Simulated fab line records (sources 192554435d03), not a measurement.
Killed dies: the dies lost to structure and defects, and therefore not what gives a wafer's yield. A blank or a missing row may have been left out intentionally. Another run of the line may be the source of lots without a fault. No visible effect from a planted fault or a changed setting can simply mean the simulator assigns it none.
Which tool was responsible? | flow n5 finfet | 24 lots (72 wafers sampled), 1 step of a 1938-step route

WHAT THE GAUGES SHOWED, per wafer
N5_BEOL_M0_CUTY_CD_MEAS_57: the cd target is 200 nm.
lot  | measured     | on        | cd nm (nm)
L074 | day 6 00:37  | cd sem-01 | 201.4 201.5 200.7
L075 | day 6 04:22  | cd sem-03 | 199.0 198.6 199.7
L076 | day 6 08:49  | cd sem-02 | 199.3 199.4 199.6
L077 | day 6 13:11  | cd sem-01 | 200.7 199.4 199.9
L078 | day 6 14:53  | cd sem-01 | 199.9 198.9 199.4
L079 | day 7 02:23  | cd sem-02 | 198.7 198.5 198.8
L080 | day 7 08:13  | cd sem-01 | 198.5 198.6 200.3
L081 | day 7 15:11  | cd sem-01 | 198.8 198.2 198.3
L082 | day 7 19:00  | cd sem-01 | 202.0 200.8 202.1
L083 | day 8 03:21  | cd sem-01 | 201.0 199.1 199.2
L084 | day 8 09:20  | cd sem-02 | 200.4 200.9 199.8
L085 | day 8 15:29  | cd sem-01 | 200.0 199.2 201.4
L086 | day 8 23:43  | cd sem-02 | 198.4 200.6 198.2
L087 | day 8 23:59  | cd sem-02 | 198.3 200.0 198.8
L088 | day 9 12:43  | cd sem-03 | 200.6 201.7 201.2
L089 | day 9 22:23  | cd sem-02 | 200.0 200.8 199.4
L090 | day 10 00:37 | cd sem-02 | 200.6 201.2 200.0
L092 | day 10 04:48 | cd sem-02 | 200.8 201.7 200.0
L091 | day 10 04:58 | cd sem-03 | 200.3 202.0 200.9
L093 | day 10 11:23 | cd sem-01 | 200.1 199.3 198.9
L094 | day 10 23:47 | cd sem-03 | 198.3 198.6 199.0
L095 | day 11 02:32 | cd sem-03 | 200.7 199.7 199.4
L096 | day 11 05:15 | cd sem-01 | 200.4 201.0 200.1
L097 | day 11 09:38 | cd sem-01 | 200.1 200.0 200.9

EACH LOT AND THE TOOL THAT RAN IT (in order: tool; ch and the chambers of the sampled wafers; start)
The record holds no process step before these readings.

AS READ BY THE TOOLS THEMSELVES (means over the sampled wafers that have a number; for cases with no such wafer, the mark the record gives instead)
The record holds no such reading with a usual standard deviation.

THE ANSWER, worked out from the rows above alone
Rule: what is usual is taken from the lots themselves. The widest of any qualifying gaps counts: lots, ordered by their means at a reading, are off when they make up no more than a third of the lots, leave a main group of 4 or more, and stand apart from it by 3 or more times the standard deviation of that group's means. A main group is skipped when, at the precision printed for the reading in the tables above, its means are all equal. A lot without any number at a reading at which 4 lots or more have one is off too. The other lots that the step has rows for count as sound. First the gauges in route order, then the tools' own readings, where a lot's mean is used as printed above. At the first step where some lot is off, the reading lying furthest off is the one used; lots without a number count as furthest.
No lot is off at any reading shown: from this, nothing can be told.

WHAT THE SIMULATOR HAD INSERTED
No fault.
